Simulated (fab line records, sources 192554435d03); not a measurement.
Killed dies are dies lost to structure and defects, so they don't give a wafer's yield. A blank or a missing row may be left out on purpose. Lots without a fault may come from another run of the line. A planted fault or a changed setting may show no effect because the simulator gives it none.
Chamber matching | flow n5_finfet | N5_BEOL_M5_ILD_DEP_00 on pecvd-02: 3 sister chambers
The step deposits SiCOH lowk from DEMS/porogen, target thk 140.64 nm, time 25.9 s. 3 wafers are shown with their chamber, then 12 later ones without.

WAFERS WITH THEIR CHAMBER
wafer  | chamber | throttle_valve_pct (%)
L084.4 | 0       | 13.2
L086.4 | 2       | 13.5
L086.5 | 1       | 14.6

WAFERS WITHOUT THEIR CHAMBER
wafer  | throttle_valve_pct (%)
L091.2 | 13.0
L091.5 | 14.7
L091.6 | 13.4
L093.2 | 13.4
L093.3 | 14.6
L093.6 | 13.8
L096.1 | 13.7
L096.4 | 13.5
L096.6 | 14.5
L097.3 | 13.3
L097.4 | 14.7
L097.6 | 13.6

WHICH CHAMBER EACH WENT THROUGH
wafer  | from the rows above     | in truth
L091.2 | 0                       | 0
L091.5 | 1                       | 1
L091.6 | can't be placed: 2 or 0 | 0
L093.2 | can't be placed: 2 or 0 | 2
L093.3 | 1                       | 1
L093.6 | 2                       | 2
L096.1 | 2                       | 2
L096.4 | 2                       | 2
L096.6 | 1                       | 1
L097.3 | can't be placed: 0 or 2 | 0
L097.4 | 1                       | 1
L097.6 | 2                       | 2
Placed correctly: 9 of 12. Can't be placed from these rows: 3 (the true chamber is among the candidates in 3). Placed wrongly: 0.
How it was worked out, from the rows above alone: a wafer's distance from a chamber is the root of the sum, over the readings, of the square of ((its reading less the chamber's mean) divided by the reading's scatter). The wafer belongs to the nearest chamber; if the next one is less than 2 further off, it can't be placed. A chamber's mean is the mean of its shown wafers. The scatter: with one shown wafer a chamber, the root of the mean of the squares of how far each hidden wafer lies from its nearest shown one.
